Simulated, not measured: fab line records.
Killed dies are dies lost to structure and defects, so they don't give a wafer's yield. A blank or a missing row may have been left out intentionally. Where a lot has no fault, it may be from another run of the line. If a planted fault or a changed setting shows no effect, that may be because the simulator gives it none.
Matching of chambers || flow nand-harc || rie-diel-05 running NHARC_P_GATE_DESCUM_48: 4 sister chambers
The step chemistry O2, time 3 s. 33 wafers are shown with their chamber, then 12 later ones without.

## WAFERS PAIRED WITH THEIR CHAMBERS
{"wafer": "L079.2", "chamber": 0, "showerhead-plenum-p-Torr (Torr)": 1.97, "oes-product-au (a.u.)": 1.009, "rf-vpp-V (V)": 59.0}
{"wafer": "L079.3", "chamber": 1, "showerhead-plenum-p-Torr (Torr)": 1.97, "oes-product-au (a.u.)": 1.002, "rf-vpp-V (V)": 58.4}
{"wafer": "L079.6", "chamber": 2, "showerhead-plenum-p-Torr (Torr)": 1.83, "oes-product-au (a.u.)": 1.014, "rf-vpp-V (V)": 57.7}
{"wafer": "L082.2", "chamber": 0, "showerhead-plenum-p-Torr (Torr)": 1.96, "oes-product-au (a.u.)": 1.007, "rf-vpp-V (V)": 58.1}
{"wafer": "L082.3", "chamber": 3, "showerhead-plenum-p-Torr (Torr)": 1.91, "oes-product-au (a.u.)": 0.999, "rf-vpp-V (V)": 59.8}
{"wafer": "L082.5", "chamber": 3, "showerhead-plenum-p-Torr (Torr)": 1.91, "oes-product-au (a.u.)": 1.006, "rf-vpp-V (V)": 57.1}
{"wafer": "L084.2", "chamber": 0, "showerhead-plenum-p-Torr (Torr)": 1.96, "oes-product-au (a.u.)": 0.970, "rf-vpp-V (V)": 57.9}
{"wafer": "L084.3", "chamber": 3, "showerhead-plenum-p-Torr (Torr)": 1.91, "oes-product-au (a.u.)": 0.999, "rf-vpp-V (V)": 58.4}
{"wafer": "L084.5", "chamber": 3, "showerhead-plenum-p-Torr (Torr)": 1.91, "oes-product-au (a.u.)": 1.005, "rf-vpp-V (V)": 57.4}
{"wafer": "L084.1", "chamber": 2, "showerhead-plenum-p-Torr (Torr)": 1.83, "oes-product-au (a.u.)": 1.007, "rf-vpp-V (V)": 57.0}
{"wafer": "L084.4", "chamber": 1, "showerhead-plenum-p-Torr (Torr)": 1.97, "oes-product-au (a.u.)": 0.999, "rf-vpp-V (V)": 57.9}
{"wafer": "L084.6", "chamber": 0, "showerhead-plenum-p-Torr (Torr)": 1.96, "oes-product-au (a.u.)": 0.980, "rf-vpp-V (V)": 57.6}
{"wafer": "L088.1", "chamber": 1, "showerhead-plenum-p-Torr (Torr)": 1.97, "oes-product-au (a.u.)": 1.012, "rf-vpp-V (V)": 59.2}
{"wafer": "L088.5", "chamber": 2, "showerhead-plenum-p-Torr (Torr)": 1.83, "oes-product-au (a.u.)": 1.022, "rf-vpp-V (V)": 56.2}
{"wafer": "L088.6", "chamber": 3, "showerhead-plenum-p-Torr (Torr)": 1.91, "oes-product-au (a.u.)": 1.001, "rf-vpp-V (V)": 57.9}
{"wafer": "L087.1", "chamber": 2, "showerhead-plenum-p-Torr (Torr)": 1.83, "oes-product-au (a.u.)": 1.005, "rf-vpp-V (V)": 57.8}
{"wafer": "L087.2", "chamber": 0, "showerhead-plenum-p-Torr (Torr)": 1.96, "oes-product-au (a.u.)": 0.982, "rf-vpp-V (V)": 57.4}
{"wafer": "L087.3", "chamber": 1, "showerhead-plenum-p-Torr (Torr)": 1.97, "oes-product-au (a.u.)": 1.010, "rf-vpp-V (V)": 58.7}
{"wafer": "L087.4", "chamber": 3, "showerhead-plenum-p-Torr (Torr)": 1.91, "oes-product-au (a.u.)": 0.989, "rf-vpp-V (V)": 57.6}
{"wafer": "L087.5", "chamber": 1, "showerhead-plenum-p-Torr (Torr)": 1.97, "oes-product-au (a.u.)": 1.007, "rf-vpp-V (V)": 58.1}
{"wafer": "L087.6", "chamber": 0, "showerhead-plenum-p-Torr (Torr)": 1.96, "oes-product-au (a.u.)": 0.972, "rf-vpp-V (V)": 58.6}
{"wafer": "L090.1", "chamber": 2, "showerhead-plenum-p-Torr (Torr)": 1.83, "oes-product-au (a.u.)": 1.013, "rf-vpp-V (V)": 57.9}
{"wafer": "L090.2", "chamber": 3, "showerhead-plenum-p-Torr (Torr)": 1.91, "oes-product-au (a.u.)": 1.012, "rf-vpp-V (V)": 59.5}
{"wafer": "L090.6", "chamber": 0, "showerhead-plenum-p-Torr (Torr)": 1.96, "oes-product-au (a.u.)": 0.984, "rf-vpp-V (V)": 59.5}
{"wafer": "L091.1", "chamber": 3, "showerhead-plenum-p-Torr (Torr)": 1.91, "oes-product-au (a.u.)": 1.014, "rf-vpp-V (V)": 56.3}
{"wafer": "L091.3", "chamber": 0, "showerhead-plenum-p-Torr (Torr)": 1.96, "oes-product-au (a.u.)": 0.991, "rf-vpp-V (V)": 57.8}
{"wafer": "L091.4", "chamber": 2, "showerhead-plenum-p-Torr (Torr)": 1.83, "oes-product-au (a.u.)": 1.024, "rf-vpp-V (V)": 57.0}
{"wafer": "L093.1", "chamber": 3, "showerhead-plenum-p-Torr (Torr)": 1.91, "oes-product-au (a.u.)": 1.011, "rf-vpp-V (V)": 58.5}
{"wafer": "L093.2", "chamber": 1, "showerhead-plenum-p-Torr (Torr)": 1.97, "oes-product-au (a.u.)": 1.005, "rf-vpp-V (V)": 57.6}
{"wafer": "L093.6", "chamber": 0, "showerhead-plenum-p-Torr (Torr)": 1.96, "oes-product-au (a.u.)": 0.973, "rf-vpp-V (V)": 56.8}
{"wafer": "L093.3", "chamber": 0, "showerhead-plenum-p-Torr (Torr)": 1.96, "oes-product-au (a.u.)": 0.984, "rf-vpp-V (V)": 58.6}
{"wafer": "L093.4", "chamber": 2, "showerhead-plenum-p-Torr (Torr)": 1.83, "oes-product-au (a.u.)": 1.016, "rf-vpp-V (V)": 57.4}
{"wafer": "L093.5", "chamber": 3, "showerhead-plenum-p-Torr (Torr)": 1.91, "oes-product-au (a.u.)": 1.011, "rf-vpp-V (V)": 58.2}

SIGNATURES (averages over the wafers above)
{"reading": "showerhead-plenum-p-Torr", "chamber 0": 1.9610, "chamber 1": 1.9700, "chamber 2": 1.8300, "chamber 3": 1.9100, "scatter within a chamber": 0.00176}
{"reading": "oes-product-au", "chamber 0": 0.98520, "chamber 1": 1.00583, "chamber 2": 1.01443, "chamber 3": 1.00470, "scatter within a chamber": 0.00953}
{"reading": "rf-vpp-V", "chamber 0": 58.130, "chamber 1": 58.317, "chamber 2": 57.286, "chamber 3": 58.070, "scatter within a chamber": 0.826}
Rule: for a wafer and a chamber, the distance is found by dividing, reading by reading, the gap between the wafer's reading and the chamber's mean by the reading's scatter, squaring, summing and taking the root. If the next closest chamber is less than 2 further off than the closest, the wafer can't be placed; otherwise it belongs to the closest. The scatter is the square root of a quotient: the sum, over the shown wafers, of each reading's squared deviation from its chamber's mean, divided by wafers minus chambers.

## WAFERS WHOSE CHAMBER IS MISSING
{"wafer": "L092.2", "showerhead-plenum-p-Torr (Torr)": 1.96, "oes-product-au (a.u.)": 0.985, "rf-vpp-V (V)": 57.6}
{"wafer": "L092.4", "showerhead-plenum-p-Torr (Torr)": 1.97, "oes-product-au (a.u.)": 1.013, "rf-vpp-V (V)": 59.1}
{"wafer": "L092.5", "showerhead-plenum-p-Torr (Torr)": 1.97, "oes-product-au (a.u.)": 1.007, "rf-vpp-V (V)": 58.2}
{"wafer": "L092.1", "showerhead-plenum-p-Torr (Torr)": 1.91, "oes-product-au (a.u.)": 1.013, "rf-vpp-V (V)": 58.1}
{"wafer": "L092.3", "showerhead-plenum-p-Torr (Torr)": 1.82, "oes-product-au (a.u.)": 1.021, "rf-vpp-V (V)": 55.4}
{"wafer": "L092.6", "showerhead-plenum-p-Torr (Torr)": 1.96, "oes-product-au (a.u.)": 0.979, "rf-vpp-V (V)": 56.8}
{"wafer": "L095.2", "showerhead-plenum-p-Torr (Torr)": 1.91, "oes-product-au (a.u.)": 1.013, "rf-vpp-V (V)": 58.2}
{"wafer": "L095.3", "showerhead-plenum-p-Torr (Torr)": 1.82, "oes-product-au (a.u.)": 1.010, "rf-vpp-V (V)": 57.2}
{"wafer": "L095.5", "showerhead-plenum-p-Torr (Torr)": 1.82, "oes-product-au (a.u.)": 1.022, "rf-vpp-V (V)": 57.8}
{"wafer": "L097.2", "showerhead-plenum-p-Torr (Torr)": 1.90, "oes-product-au (a.u.)": 1.006, "rf-vpp-V (V)": 57.8}
{"wafer": "L097.3", "showerhead-plenum-p-Torr (Torr)": 1.82, "oes-product-au (a.u.)": 1.010, "rf-vpp-V (V)": 57.2}
{"wafer": "L097.6", "showerhead-plenum-p-Torr (Torr)": 1.82, "oes-product-au (a.u.)": 1.010, "rf-vpp-V (V)": 57.9}

## CHAMBER TAKEN BY EACH
{"wafer": "L092.2", "from the rows above": 0, "in truth": 0}
{"wafer": "L092.4", "from the rows above": 1, "in truth": 1}
{"wafer": "L092.5", "from the rows above": 1, "in truth": 1}
{"wafer": "L092.1", "from the rows above": 3, "in truth": 3}
{"wafer": "L092.3", "from the rows above": 2, "in truth": 2}
{"wafer": "L092.6", "from the rows above": 0, "in truth": 0}
{"wafer": "L095.2", "from the rows above": 3, "in truth": 3}
{"wafer": "L095.3", "from the rows above": 2, "in truth": 2}
{"wafer": "L095.5", "from the rows above": 2, "in truth": 2}
{"wafer": "L097.2", "from the rows above": 3, "in truth": 3}
{"wafer": "L097.3", "from the rows above": 2, "in truth": 2}
{"wafer": "L097.6", "from the rows above": 2, "in truth": 2}
Correct placement for 12 of the 12. Can't be placed from these rows: 0. Placed wrongly: 0.
